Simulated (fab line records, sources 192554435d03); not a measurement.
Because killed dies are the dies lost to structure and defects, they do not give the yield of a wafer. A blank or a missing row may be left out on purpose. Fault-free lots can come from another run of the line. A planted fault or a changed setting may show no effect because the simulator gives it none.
fab line records | flow n5_finfet | part 1 of 2: steps 1 to 16 of 29
[record] lots = 5 | wafers = 15 | last_day = 17
route steps=1938 shown MOL_CONTACT_COAG@572
lots that met no fault: from a run of the same line without faults
start_h: hours from the record's first day to the start of the lot's first wafer shown | wait_h: hours elapsed since this lot's preceding step | " repeats the value in the row above | L1.1+2: a single row standing in for several wafers | - value missing, or start not given | * or withheld: withheld | < > ~ a bound
route shown NAME@n: a module of which the file shows steps, and the number in the route of the first | usual: mean and standard deviation over wafers with no fault | same: alike in all rows | chamber/n: place in a boat | sites: per-site readings | _std_site: the standard deviation of these | _edge_site: the outer-site mean with the inner-site mean subtracted | radius_mm: for every site, how far away it sits from the centre of the wafer | mask NAME#n: copy n | behind: the last tool/chamber to shape the wafer | hold: why the lot went on hold/how many hours it stayed there/how the hold came to an end | device: names the non-switching transistor (n, p or np) | end of line: the tests these same wafers got at the end of their route | a step with no rows: only its recipe | killed: dies that structure and defects cost at the first sort, which is not the same as the wafer's yield | map: a wafer's dies, x killed, . not, _ none there
set.NAME: the setting that was run; set.NAME@STEP: the one run at that earlier step | model.NAME: the simulator's own value behind a step, which no gauge read
a table for each step, a row for each wafer; lots at some steps of the route
services: from which hour (start_h, from the record's first day; less than 0 if before it) a tool's chamber was out of use, for how many hours, and why
[[steps]]
[step N5_MOL_CONTACT_COAG_DEVELOP_83]
[recipe] develop_time_s = 30 | developer = TMAH | resist = CAR-EUV | rinse_liquid = surfactant_rinse | dry = air_spin | dev_temp_c = 23
lot.wafer  | tool           | chamber | start_h | wait_h
L075.1+2+4 | litho_track-03 | 0       | -       | -
L084.2+4+6 | litho_track-05 | 0       | -       | -
L085.1+3+6 | litho_track-01 | 0       | -       | -
L087.1+5+6 | litho_track-03 | 0       | -       | -
L096.3+4+5 | litho_track-01 | 0       | -       | -
[step N5_MOL_CONTACT_COAG_CD_MEAS_84]
[recipe] target_cd_nm = 25.1 | landing_energy_ev = 500 | detector = se_inlens | polarity = opening
[usual] cd_nm = 25.10/0.23
lot.wafer | tool      | chamber | start_h | wait_h | cd_nm
L075.1    | cd_sem-02 | 0       | 106.63  | -      | 24.84
L075.2    | "         | 0       | "       | "      | 25.42
L075.4    | "         | 0       | "       | "      | 24.96
L084.2    | cd_sem-03 | 0       | 160.56  | -      | 25.14
L084.4    | "         | 0       | "       | "      | 25.26
L084.6    | "         | 0       | "       | "      | 24.93
L085.1    | cd_sem-03 | 0       | 172.67  | -      | 25.00
L085.3    | "         | 0       | "       | "      | 25.15
L085.6    | "         | 0       | "       | "      | 24.76
L087.1    | cd_sem-03 | 0       | 184.85  | -      | 25.50
L087.5    | "         | 0       | "       | "      | 25.44
L087.6    | "         | 0       | "       | "      | 25.24
L096.3    | cd_sem-03 | 0       | 236.86  | -      | 25.31
L096.4    | "         | 0       | "       | "      | 25.11
L096.5    | "         | 0       | "       | "      | 25.13
[step N5_MOL_CONTACT_COAG_OVL_MEAS_85]
[recipe] points_per_wafer = 522
[usual] VG_OVL = 0.2/0.86
lot.wafer | tool       | chamber | start_h | wait_h | VG_OVL[nm]
L075.1    | overlay-02 | 0       | 106.66  | 0.0    | 1.2
L075.2    | "          | 0       | "       | "      | -0.1
L075.4    | "          | 0       | "       | "      | -0.9
L084.2    | overlay-02 | 0       | 160.60  | 0.0    | -0.3
L084.4    | "          | 0       | "       | "      | -0.2
L084.6    | "          | 0       | "       | "      | -0.7
L085.1    | overlay-01 | 0       | 172.70  | 0.0    | -0.1
L085.3    | "          | 0       | "       | "      | -0.6
L085.6    | "          | 0       | "       | "      | -0.6
L087.1    | overlay-01 | 0       | 184.88  | 0.0    | 0.3
L087.5    | "          | 0       | "       | "      | 0.3
L087.6    | "          | 0       | "       | "      | -0.4
L096.3    | overlay-01 | 0       | 236.90  | 0.0    | 1.2
L096.4    | "          | 0       | "       | "      | 1.5
L096.5    | "          | 0       | "       | "      | 1.4
[step N5_MOL_CONTACT_COAG_INSPECT_57]
[recipe] mode = adi | inspect_instrument = brightfield
[usual] raw_defect_count = 191/49
lot.wafer | tool              | chamber | start_h | wait_h | raw_defect_count
L075.1    | defect_inspect-01 | -       | 106.72  | 0.1    | 250
L075.2    | "                 | -       | "       | "      | 232
L075.4    | "                 | -       | "       | "      | 284
L084.2    | defect_inspect-01 | -       | 160.66  | 0.1    | 166
L084.4    | "                 | -       | "       | "      | 327
L084.6    | "                 | -       | "       | "      | 238
L085.1    | defect_inspect-01 | -       | 172.76  | 0.1    | 179
L085.3    | "                 | -       | "       | "      | 228
L085.6    | "                 | -       | "       | "      | 284
L087.1    | defect_inspect-01 | -       | 184.94  | 0.1    | 163
L087.5    | "                 | -       | "       | "      | 177
L087.6    | "                 | -       | "       | "      | 151
L096.3    | defect_inspect-02 | -       | 236.94  | 0.0    | 134
L096.4    | "                 | -       | "       | "      | 162
L096.5    | "                 | -       | "       | "      | 233
[step N5_MOL_CONTACT_COAG_DESCUM_88]
[recipe] chemistry = O2 | time_s = 7 | source_power_w = 50 | bias_power_w = 20 | pressure_mtorr = 20 | rf_frequency_hz = 2.712e+07 | temp_c = 40 | resist = CAR-EUV | o2_flow_sccm = 225
[usual] drypump_motor_current_A = 5.9/0.41 | oes_product_au = 0.77/0.088 | rf_vpp_V = 243.5/1.1 | showerhead_plenum_p_Torr = 2.10/0.053 | throttle_valve_pct = 20.50/0.14
lot.wafer | tool        | chamber | start_h | wait_h | drypump_motor_current_A | oes_product_au | rf_hours_counter_h | rf_vpp_V | showerhead_plenum_p_Torr | throttle_valve_pct
L075.1    | rie_diel-04 | 0       | 106.90  | 0.2    | 5.4                     | 0.71           | 202                | 243.6    | 2.07                     | 20.42
L075.2    | "           | 3       | "       | "      | 6.0                     | 0.70           | 229                | 243.1    | 2.07                     | 20.49
L075.4    | "           | 2       | "       | "      | 5.1                     | 0.74           | 165                | 243.6    | 2.08                     | 20.62
L084.2    | rie_diel-04 | 1       | 160.70  | 0.0    | 5.7                     | 0.79           | 132                | 243.9    | 2.18                     | 20.62
L084.4    | "           | 0       | "       | "      | 5.4                     | 0.71           | 220                | 243.1    | 2.07                     | 20.44
L084.6    | "           | 0       | "       | "      | 5.4                     | 0.70           | -                  | 243.2    | 2.07                     | 20.44
L085.1    | rie_diel-04 | 0       | 172.79  | 0.0    | 5.4                     | 0.71           | 225                | 243.5    | 2.07                     | 20.43
L085.3    | "           | 2       | "       | "      | 5.2                     | 0.73           | 188                | 244.1    | 2.07                     | 20.65
L085.6    | "           | 1       | "       | "      | 5.7                     | 0.78           | -                  | 245.2    | 2.18                     | 20.63
L087.1    | rie_diel-04 | 1       | 184.97  | 0.0    | 5.7                     | 0.77           | 141                | 244.1    | 2.18                     | 20.64
L087.5    | "           | 2       | "       | "      | 5.2                     | 0.72           | -                  | 241.9    | 2.07                     | 20.67
L087.6    | "           | 3       | "       | "      | 6.0                     | 0.99           | -                  | 243.0    | 2.06                     | 20.17
L096.3    | rie_diel-03 | 2       | 237.26  | 0.3    | 5.8                     | 0.69           | 206                | 242.2    | 2.07                     | 20.62
L096.4    | "           | 3       | "       | "      | 6.1                     | 0.99           | 1                  | 242.2    | 2.05                     | 20.11
L096.5    | "           | 1       | "       | "      | 6.0                     | 0.91           | -                  | 243.8    | 2.05                     | 20.37
[step N5_MOL_CONTACT_COAG_ETCH_89]
[recipe] chemistry = N2/H2 | target = underlayer | target_depth_a = 130 | mask_material = CAR-EUV | time_s = 10.4 | ion_energy_ev = 200 | pressure_mtorr = 30 | source_w = 840 | bias_w = 150 | n2_flow_sccm = 200 | h2_flow_sccm = 200 | ends = cleared
[usual] drypump_motor_current_A = 5.9/0.41 | etch_rf_on_time_s = 10.46/0.16 | oes_product_au = 0.66/0.075 | rf_vpp_V = 524.5/2.1 | showerhead_plenum_p_Torr = 2.56/0.065 | throttle_valve_pct = 18.00/0.16
lot.wafer | tool        | chamber | start_h | wait_h | drypump_motor_current_A | etch_rf_on_time_s | oes_product_au | rf_hours_counter_h | rf_vpp_V | showerhead_plenum_p_Torr | throttle_valve_pct
L075.1    | rie_diel-04 | 0       | 106.94  | 0.0    | 5.4                     | 10.53             | 0.60           | 202                | 525.1    | 2.52                     | 17.95
L075.2    | "           | 3       | "       | "      | 6.1                     | 10.56             | 0.60           | 229                | 522.7    | 2.51                     | 18.03
L075.4    | "           | 2       | "       | "      | 5.1                     | 10.36             | 0.64           | 165                | 524.1    | 2.53                     | 18.08
L084.2    | rie_diel-04 | 1       | 160.73  | 0.0    | 5.7                     | 10.47             | 0.66           | 132                | 529.0    | 2.66                     | 18.19
L084.4    | "           | 0       | "       | "      | 5.4                     | 10.77             | 0.59           | 220                | 522.8    | 2.52                     | 17.98
L084.6    | "           | 0       | "       | "      | 5.4                     | 10.74             | 0.59           | -                  | 524.3    | 2.52                     | 17.96
L085.1    | rie_diel-04 | 0       | 172.83  | 0.0    | 5.4                     | 10.52             | 0.60           | 225                | 523.1    | 2.51                     | 17.98
L085.3    | "           | 2       | "       | "      | 5.1                     | 10.35             | 0.62           | 188                | 523.5    | 2.52                     | 18.09
L085.6    | "           | 1       | "       | "      | 5.7                     | 10.36             | 0.66           | -                  | 525.3    | 2.66                     | 18.18
L087.1    | rie_diel-04 | 1       | 185.01  | 0.0    | 5.8                     | 10.47             | 0.66           | 141                | 526.4    | 2.66                     | 18.20
L087.5    | "           | 2       | "       | "      | 5.1                     | 10.44             | 0.62           | -                  | 523.1    | 2.52                     | 18.15
L087.6    | "           | 3       | "       | "      | 6.0                     | 10.24             | 0.84           | -                  | 522.6    | 2.50                     | 17.65
L096.3    | rie_diel-03 | 2       | 237.30  | 0.0    | 5.8                     | 10.84             | 0.58           | 206                | 524.0    | 2.53                     | 18.07
L096.4    | "           | 3       | "       | "      | 6.2                     | 10.28             | 0.85           | 1                  | 522.1    | 2.50                     | 17.53
L096.5    | "           | 1       | "       | "      | 6.0                     | 10.28             | 0.78           | -                  | 523.0    | 2.50                     | 17.90
[step N5_MOL_CONTACT_COAG_ETCH_90]
[recipe] chemistry = CF4 | target = SiARC | target_depth_a = 130 | mask_material = CAR-EUV | time_s = 21.7 | ion_energy_ev = 80 | pressure_mtorr = 40 | source_w = 545 | bias_w = 36 | Ar_flow_sccm = 100 | cf4_flow_sccm = 100 | ends = cleared
[usual] drypump_motor_current_A = 5.9/0.41 | etch_rf_on_time_s = 21.8/0.37 | oes_product_au = 0.65/0.076 | rf_vpp_V = 184.1/1.1 | showerhead_plenum_p_Torr = 2.15/0.052 | throttle_valve_pct = 15.71/0.17
lot.wafer | tool        | chamber | start_h | wait_h | drypump_motor_current_A | etch_rf_on_time_s | oes_product_au | rf_hours_counter_h | rf_vpp_V | showerhead_plenum_p_Torr | throttle_valve_pct
L075.1    | rie_diel-04 | 0       | 106.95  | 0.0    | 5.4                     | 21.9              | 0.61           | 202                | 184.1    | 2.12                     | 15.60
L075.2    | "           | 3       | "       | "      | 6.0                     | 21.7              | 0.61           | 229                | 183.1    | 2.12                     | 15.74
L075.4    | "           | 2       | "       | "      | 5.2                     | 21.3              | 0.64           | 165                | 182.3    | 2.14                     | 15.85
L084.2    | rie_diel-04 | 1       | 160.75  | 0.0    | 5.7                     | 21.3              | 0.67           | 132                | 184.3    | 2.23                     | 15.86
L084.4    | "           | 0       | "       | "      | 5.4                     | 22.0              | 0.60           | 220                | 182.8    | 2.12                     | 15.64
L084.6    | "           | 0       | "       | "      | 5.4                     | 22.1              | 0.60           | -                  | 185.1    | 2.12                     | 15.64
L085.1    | rie_diel-04 | 0       | 172.85  | 0.0    | 5.4                     | 22.1              | 0.60           | 225                | 185.6    | 2.11                     | 15.63
L085.3    | "           | 2       | "       | "      | 5.2                     | 21.3              | 0.63           | 188                | 183.6    | 2.13                     | 15.90
L085.6    | "           | 1       | "       | "      | 5.7                     | 21.7              | 0.67           | -                  | 184.4    | 2.23                     | 15.86
L087.1    | rie_diel-04 | 1       | 185.03  | 0.0    | 5.7                     | 21.3              | 0.67           | 141                | 185.5    | 2.23                     | 15.86
L087.5    | "           | 2       | "       | "      | 5.2                     | 21.4              | 0.62           | -                  | 183.0    | 2.13                     | 15.92
L087.6    | "           | 3       | "       | "      | 6.0                     | 21.2              | 0.85           | -                  | 182.4    | 2.11                     | 15.29
L096.3    | rie_diel-03 | 2       | 237.32  | 0.0    | 5.8                     | 22.8              | 0.58           | 206                | 184.4    | 2.12                     | 15.82
L096.4    | "           | 3       | "       | "      | 6.1                     | 21.6              | 0.85           | 1                  | 183.1    | 2.10                     | 15.30
L096.5    | "           | 1       | "       | "      | 6.0                     | 21.8              | 0.79           | -                  | 182.3    | 2.11                     | 15.51
[step N5_MOL_CONTACT_COAG_ALD_131]
[recipe] material = SiO2 | target_thk_a = 50 | temp_c = 100 | ald_precursor_family = BDEAS | ald_co_reactant = O2-plasma | pulse_time_s = 1 | co_reactant_pulse_time_s = 1 | purge_time_s = 2 | co_reactant_purge_time_s = 2 | ald_cycles = 35 | pressure_torr = 2
[usual] heater_power_w = 79/7.9 | precursor_pulse_height_rel = 1.003/0.019
lot.wafer | tool       | chamber | start_h | wait_h | heater_power_w | precursor_pulse_height_rel
L075.1    | ald_sin-04 | 3       | 107.04  | 0.1    | 66             | 1.003
L075.2    | "          | 0       | "       | "      | 84             | 0.993
L075.4    | "          | 3       | "       | "      | 69             | 0.984
L084.2    | ald_sin-02 | 1       | 160.83  | 0.1    | 82             | 1.000
L084.4    | "          | 0       | "       | "      | 87             | 1.012
L084.6    | "          | 2       | "       | "      | 78             | 1.024
L085.1    | ald_sin-04 | 2       | 173.02  | 0.1    | 81             | 1.006
L085.3    | "          | 0       | "       | "      | 83             | 0.964
L085.6    | "          | 1       | "       | "      | 69             | 1.002
L087.1    | ald_sin-01 | 1       | 185.37  | 0.3    | 81             | 1.024
L087.5    | "          | 1       | "       | "      | 77             | 1.010
L087.6    | "          | 0       | "       | "      | 95             | 0.984
L096.3    | ald_sin-01 | 1       | 237.64  | 0.3    | 79             | 1.001
L096.4    | "          | 3       | "       | "      | 76             | 1.018
L096.5    | "          | 2       | "       | "      | 65             | 1.007
[step N5_MOL_CONTACT_COAG_ETCHBACK_132]
[recipe] chemistry = CHF3 | target = SiO2 | target_depth_a = 100 | time_s = 6.7 | ion_energy_ev = 200 | pressure_mtorr = 30 | source_w = 610 | bias_w = 170 | Ar_flow_sccm = 200 | CHF3_flow_sccm = 50
[usual] drypump_motor_current_A = 5.9/0.4 | oes_f_703_au = 0.78/0.091 | oes_product_au = 0.78/0.098 | rf_vpp_V = 524/6 | showerhead_plenum_p_Torr = 2.39/0.059 | throttle_valve_pct = 18.78/0.17
lot.wafer | tool        | chamber | start_h | wait_h | drypump_motor_current_A | oes_f_703_au | oes_product_au | rf_hours_counter_h | rf_vpp_V | showerhead_plenum_p_Torr | throttle_valve_pct
L075.1    | rie_diel-01 | 1       | 107.21  | 0.1    | 6.6                     | 0.75         | 0.74           | 176                | 524      | 2.37                     | 18.94
L075.2    | "           | 0       | "       | "      | 6.5                     | 0.92         | 0.95           | 7                  | 538      | 2.53                     | 18.76
L075.4    | "           | 2       | "       | "      | 5.9                     | 0.77         | 0.78           | 121                | 527      | 2.40                     | 18.57
L084.2    | rie_diel-04 | 3       | 161.01  | 0.1    | 6.1                     | 0.70         | 0.69           | 248                | 514      | 2.34                     | 18.80
L084.4    | "           | 0       | "       | "      | 5.4                     | 0.69         | 0.70           | 220                | 526      | 2.35                     | 18.69
L084.6    | "           | 3       | "       | "      | 6.0                     | 0.70         | 0.69           | -                  | 517      | 2.34                     | 18.80
L085.1    | rie_diel-03 | 0       | 173.52  | 0.4    | 5.5                     | 0.69         | 0.69           | 223                | 518      | 2.45                     | 18.73
L085.3    | "           | 3       | "       | "      | 6.1                     | 0.70         | 0.70           | 233                | 530      | 2.34                     | 18.80
L085.6    | "           | 3       | "       | "      | 6.2                     | 0.70         | 0.71           | -                  | 530      | 2.34                     | 18.79
L087.1    | rie_diel-01 | 3       | 185.55  | 0.1    | 6.1                     | 0.84         | 0.85           | 56                 | 519      | 2.42                     | 18.80
L087.5    | "           | 2       | "       | "      | 5.9                     | 0.75         | 0.76           | -                  | 527      | 2.39                     | 18.60
L087.6    | "           | 3       | "       | "      | 6.1                     | 0.85         | 0.86           | -                  | 521      | 2.42                     | 18.80
L096.3    | rie_diel-03 | 3       | 237.82  | 0.1    | 6.2                     | 0.98         | 0.99           | 1                  | 530      | 2.33                     | 18.40
L096.4    | "           | 2       | "       | "      | 5.8                     | 0.68         | 0.68           | 206                | 522      | 2.35                     | 18.91
L096.5    | "           | 0       | "       | "      | 5.5                     | 0.68         | 0.67           | -                  | 519      | 2.44                     | 18.77
[step N5_MOL_CONTACT_COAG_ETCH_91]
[recipe] chemistry = N2/H2 | target = SOC | target_depth_a = 600 | overetch_a = 210 | mask_material = SiARC | temp_c = 40 | time_s = 101.2 | ion_energy_ev = 200 | pressure_mtorr = 30 | source_w = 840 | bias_w = 150 | n2_flow_sccm = 200 | h2_flow_sccm = 200
[usual] drypump_motor_current_A = 5.9/0.4 | oes_product_au = 0.65/0.077 | rf_vpp_V = 524.4/1.9 | showerhead_plenum_p_Torr = 2.56/0.064 | throttle_valve_pct = 17.93/0.17
lot.wafer | tool        | chamber | start_h | wait_h | drypump_motor_current_A | oes_product_au | rf_hours_counter_h | rf_vpp_V | showerhead_plenum_p_Torr | throttle_valve_pct
L075.1    | rie_diel-01 | 1       | 107.25  | 0.0    | 6.6                     | 0.62           | 176                | 524.3    | 2.53                     | 18.13
L075.2    | "           | 0       | "       | "      | 6.5                     | 0.78           | 7                  | 528.7    | 2.71                     | 17.82
L075.4    | "           | 2       | "       | "      | 5.9                     | 0.65           | 121                | 522.8    | 2.56                     | 17.71
L084.2    | rie_diel-04 | 3       | 161.04  | 0.0    | 6.0                     | 0.58           | 248                | 522.3    | 2.50                     | 18.05
L084.4    | "           | 0       | "       | "      | 5.4                     | 0.60           | 220                | 523.2    | 2.52                     | 17.94
L084.6    | "           | 3       | "       | "      | 6.1                     | 0.59           | -                  | 522.6    | 2.50                     | 18.05
L085.1    | rie_diel-03 | 0       | 173.55  | 0.0    | 5.5                     | 0.58           | 223                | 527.6    | 2.62                     | 17.84
L085.3    | "           | 3       | "       | "      | 6.2                     | 0.58           | 233                | 522.5    | 2.51                     | 17.91
L085.6    | "           | 3       | "       | "      | 6.2                     | 0.59           | -                  | 521.6    | 2.50                     | 17.90
L087.1    | rie_diel-01 | 3       | 185.58  | 0.0    | 6.1                     | 0.70           | 56                 | 525.8    | 2.58                     | 17.91
L087.5    | "           | 2       | "       | "      | 5.9                     | 0.63           | -                  | 524.1    | 2.55                     | 17.74
L087.6    | "           | 3       | "       | "      | 6.1                     | 0.71           | -                  | 526.5    | 2.58                     | 17.90
L096.3    | rie_diel-03 | 3       | 237.85  | 0.0    | 6.2                     | 0.83           | 1                  | 521.6    | 2.50                     | 17.51
L096.4    | "           | 2       | "       | "      | 5.8                     | 0.59           | 206                | 524.2    | 2.53                     | 18.04
L096.5    | "           | 0       | "       | "      | 5.5                     | 0.57           | -                  | 526.5    | 2.61                     | 17.89
[step N5_MOL_CONTACT_COAG_STRIP_92]
[recipe] chemistry = N2/H2 | temp_c = 40 | n2_flow_sccm = 200 | h2_flow_sccm = 200 | rf_frequency_hz = 6e+07
lot.wafer  | tool        | chamber | start_h | wait_h
L075.1+2+4 | rie_diel-01 | 1,0,2   | 107.32  | 0.0
L084.2+4+6 | rie_diel-04 | 3,0,3   | 161.11  | 0.0
L085.1+3+6 | rie_diel-03 | 0,3,3   | 173.62  | 0.0
L087.1+5+6 | rie_diel-01 | 3,2,3   | 185.65  | 0.0
L096.3+4+5 | rie_diel-03 | 3,2,0   | 237.92  | 0.0
[step N5_MOL_CONTACT_COAG_STRIP_93]
[recipe] chemistry = N2/H2 | temp_c = 40 | n2_flow_sccm = 200 | h2_flow_sccm = 200 | rf_frequency_hz = 6e+07
lot.wafer  | tool        | chamber | start_h | wait_h
L075.1+2+4 | rie_diel-01 | 1,0,2   | 107.33  | 0.0
L084.2+4+6 | rie_diel-04 | 3,0,3   | 161.12  | 0.0
L085.1+3+6 | rie_diel-03 | 0,3,3   | 173.63  | 0.0
L087.1+5+6 | rie_diel-01 | 3,2,3   | 185.66  | 0.0
L096.3+4+5 | rie_diel-03 | 3,2,0   | 237.93  | 0.0
[step N5_MOL_CONTACT_COAG_ETCHBACK_135]
[recipe] chemistry = CHF3 | target = SiO2 | target_depth_a = 250 | time_s = 16.7 | ion_energy_ev = 200 | pressure_mtorr = 30 | source_w = 610 | bias_w = 170 | Ar_flow_sccm = 200 | CHF3_flow_sccm = 50
[usual] drypump_motor_current_A = 5.9/0.4 | oes_f_703_au = 0.78/0.091 | oes_product_au = 0.78/0.099 | rf_vpp_V = 524/6.1 | showerhead_plenum_p_Torr = 2.39/0.059 | throttle_valve_pct = 18.78/0.17
lot.wafer | tool        | chamber | start_h | wait_h | drypump_motor_current_A | oes_f_703_au | oes_product_au | rf_hours_counter_h | rf_vpp_V | showerhead_plenum_p_Torr | throttle_valve_pct
L075.1    | rie_diel-01 | 1       | 107.34  | 0.0    | 6.6                     | 0.75         | 0.75           | 176                | 521      | 2.37                     | 18.95
L075.2    | "           | 0       | "       | "      | 6.5                     | 0.92         | 0.95           | 7                  | 536      | 2.53                     | 18.73
L075.4    | "           | 2       | "       | "      | 5.9                     | 0.77         | 0.78           | 121                | 526      | 2.40                     | 18.56
L084.2    | rie_diel-04 | 3       | 161.13  | 0.0    | 6.0                     | 0.70         | 0.69           | 248                | 514      | 2.34                     | 18.80
L084.4    | "           | 0       | "       | "      | 5.4                     | 0.69         | 0.70           | 221                | 526      | 2.35                     | 18.71
L084.6    | "           | 3       | "       | "      | 6.1                     | 0.69         | 0.68           | -                  | 515      | 2.34                     | 18.81
L085.1    | rie_diel-03 | 0       | 173.64  | 0.0    | 5.5                     | 0.69         | 0.69           | 223                | 519      | 2.45                     | 18.74
L085.3    | "           | 3       | "       | "      | 6.1                     | 0.70         | 0.70           | 233                | 533      | 2.34                     | 18.79
L085.6    | "           | 3       | "       | "      | 6.1                     | 0.70         | 0.70           | -                  | 531      | 2.34                     | 18.82
L087.1    | rie_diel-01 | 3       | 185.67  | 0.0    | 6.1                     | 0.84         | 0.86           | 56                 | 522      | 2.42                     | 18.81
L087.5    | "           | 2       | "       | "      | 5.9                     | 0.75         | 0.75           | -                  | 526      | 2.39                     | 18.61
L087.6    | "           | 3       | "       | "      | 6.1                     | 0.85         | 0.86           | -                  | 522      | 2.42                     | 18.81
L096.3    | rie_diel-03 | 3       | 237.94  | 0.0    | 6.1                     | 0.99         | 1.00           | 1                  | 530      | 2.33                     | 18.40
L096.4    | "           | 2       | "       | "      | 5.8                     | 0.69         | 0.68           | 206                | 522      | 2.35                     | 18.89
L096.5    | "           | 0       | "       | "      | 5.5                     | 0.68         | 0.67           | -                  | 517      | 2.44                     | 18.77
[step N5_MOL_CONTACT_COAG_STRIP_118]
[recipe] chemistry = CHF3 | resist = SiARC | rf_frequency_hz = 6e+07
lot.wafer  | tool        | chamber | start_h | wait_h
L075.1+2+4 | rie_diel-01 | 1,0,2   | 107.36  | 0.0
L084.2+4+6 | rie_diel-04 | 3,0,3   | 161.16  | 0.0
L085.1+3+6 | rie_diel-03 | 0,3,3   | 173.66  | 0.0
L087.1+5+6 | rie_diel-01 | 3,2,3   | 185.69  | 0.0
L096.3+4+5 | rie_diel-03 | 3,2,0   | 237.96  | 0.0
[step N5_MOL_CONTACT_COAG_VIA_ETCH_46]
[recipe] chemistry = C4F6/O2 | target_depth_a = 460 | overetch_a = 92 | mask_material = SOC | target = SiO2 | bias_w = 455 | pressure_mtorr = 10 | time_s = 40 | source_w = 325 | Ar_flow_sccm = 300 | C4F6_flow_sccm = 10 | O2_flow_sccm = 10 | ion_energy_ev = 575.3 | ends = end_point
[usual] C4F6_flow_sccm = 9.999/0.029 | drypump_motor_current_A = 5.9/0.41 | oes_f_703_au = 0.78/0.092 | oes_o_777_au = 0.77/0.092 | oes_product_au = 0.70/0.082 | rf_vpp_V = 1586/17 | showerhead_plenum_p_Torr = 2.86/0.07 | throttle_valve_pct = 41.01/0.19
lot.wafer | tool        | chamber | start_h | wait_h | C4F6_flow_sccm | drypump_motor_current_A | oes_f_703_au | oes_o_777_au | oes_product_au | rf_hours_counter_h | rf_vpp_V | showerhead_plenum_p_Torr | throttle_valve_pct
L075.1    | rie_diel-01 | 1       | 107.37  | 0.0    | 9.976          | 6.6                     | 0.74         | 0.73         | 0.66           | 176                | 1586     | 2.83                     | 41.23
L075.2    | "           | 0       | "       | "      | 9.975          | 6.5                     | 0.92         | 0.91         | 0.83           | 7                  | 1621     | 3.02                     | 41.11
L075.4    | "           | 2       | "       | "      | 9.998          | 5.9                     | 0.77         | 0.77         | 0.70           | 121                | 1596     | 2.87                     | 40.93
L084.2    | rie_diel-04 | 3       | 161.17  | 0.0    | 9.994          | 6.0                     | 0.70         | 0.70         | 0.62           | 248                | 1563     | 2.80                     | 40.93
L084.4    | "           | 0       | "       | "      | 10.021         | 5.4                     | 0.69         | 0.69         | 0.63           | 221                | 1595     | 2.81                     | 40.97
L084.6    | "           | 3       | "       | "      | 10.023         | 6.0                     | 0.70         | 0.70         | 0.63           | -                  | 1564     | 2.80                     | 40.92
L085.1    | rie_diel-03 | 0       | 173.67  | 0.0    | 10.016         | 5.5                     | 0.69         | 0.69         | 0.62           | 223                | 1569     | 2.92                     | 40.90
L085.3    | "           | 3       | "       | "      | 10.034         | 6.2                     | 0.70         | 0.70         | 0.63           | 233                | 1602     | 2.79                     | 40.78
L085.6    | "           | 3       | "       | "      | 9.991          | 6.2                     | 0.70         | 0.69         | 0.64           | -                  | 1603     | 2.79                     | 40.79
L087.1    | rie_diel-01 | 3       | 185.70  | 0.0    | 10.005         | 6.1                     | 0.84         | 0.85         | 0.75           | 56                 | 1580     | 2.88                     | 41.13
L087.5    | "           | 2       | "       | "      | 9.977          | 5.9                     | 0.75         | 0.75         | 0.67           | -                  | 1594     | 2.85                     | 40.94
L087.6    | "           | 3       | "       | "      | 9.965          | 6.1                     | 0.84         | 0.84         | 0.76           | -                  | 1580     | 2.88                     | 41.12
L096.3    | rie_diel-03 | 3       | 237.97  | 0.0    | 9.963          | 6.1                     | 0.99         | 0.98         | 0.88           | 1                  | 1603     | 2.78                     | 40.54
L096.4    | "           | 2       | "       | "      | 10.005         | 5.8                     | 0.68         | 0.68         | 0.63           | 206                | 1581     | 2.80                     | 40.83
L096.5    | "           | 0       | "       | "      | 10.037         | 5.5                     | 0.68         | 0.68         | 0.59           | -                  | 1571     | 2.91                     | 40.93
[step N5_MOL_CONTACT_COAG_STRIP_96]
[recipe] chemistry = N2/H2 | power_w = 500 | temp_c = 40 | pressure_mtorr = 50 | rf_frequency_hz = 6e+07 | overash_fraction = 0.3 | bias_power_w = 28 | h2_frac = 0.5 | n2_flow_sccm = 300 | h2_flow_sccm = 300
[usual] drypump_motor_current_A = 5.9/0.41 | oes_product_au = 0.78/0.097 | rf_vpp_V = 122.1/1.3 | showerhead_plenum_p_Torr = 3.38/0.082 | throttle_valve_pct = 19.13/0.22
lot.wafer | tool        | chamber | start_h | wait_h | drypump_motor_current_A | oes_product_au | rf_hours_counter_h | rf_vpp_V | showerhead_plenum_p_Torr | throttle_valve_pct
L075.1    | rie_diel-01 | 1       | 107.44  | 0.0    | 6.6                     | 0.73           | 176                | 121.1    | 3.34                     | 19.40
L075.2    | "           | 0       | "       | "      | 6.5                     | 0.94           | 7                  | 125.2    | 3.57                     | 18.86
L075.4    | "           | 2       | "       | "      | 5.9                     | 0.78           | 121                | 123.8    | 3.38                     | 19.01
L084.2    | rie_diel-04 | 3       | 161.23  | 0.0    | 6.1                     | 0.70           | 248                | 123.1    | 3.31                     | 19.43
L084.4    | "           | 0       | "       | "      | 5.4                     | 0.71           | 221                | 122.8    | 3.32                     | 19.28
L084.6    | "           | 3       | "       | "      | 6.1                     | 0.69           | -                  | 122.3    | 3.31                     | 19.44
L085.1    | rie_diel-03 | 0       | 173.74  | 0.0    | 5.5                     | 0.69           | 223                | 120.6    | 3.46                     | 18.85
L085.3    | "           | 3       | "       | "      | 6.2                     | 0.70           | 233                | 120.9    | 3.31                     | 18.92
L085.6    | "           | 3       | "       | "      | 6.2                     | 0.70           | -                  | 122.3    | 3.31                     | 18.92
L087.1    | rie_diel-01 | 3       | 185.77  | 0.0    | 6.1                     | 0.86           | 56                 | 122.5    | 3.40                     | 19.11
L087.5    | "           | 2       | "       | "      | 5.9                     | 0.76           | -                  | 124.1    | 3.37                     | 19.06
L087.6    | "           | 3       | "       | "      | 6.1                     | 0.84           | -                  | 123.1    | 3.40                     | 19.08
L096.3    | rie_diel-03 | 3       | 238.04  | 0.0    | 6.2                     | 1.00           | 1                  | 122.7    | 3.30                     | 18.56
L096.4    | "           | 2       | "       | "      | 5.9                     | 0.69           | 206                | 121.1    | 3.34                     | 18.98
L096.5    | "           | 0       | "       | "      | 5.5                     | 0.68           | -                  | 123.5    | 3.45                     | 18.90
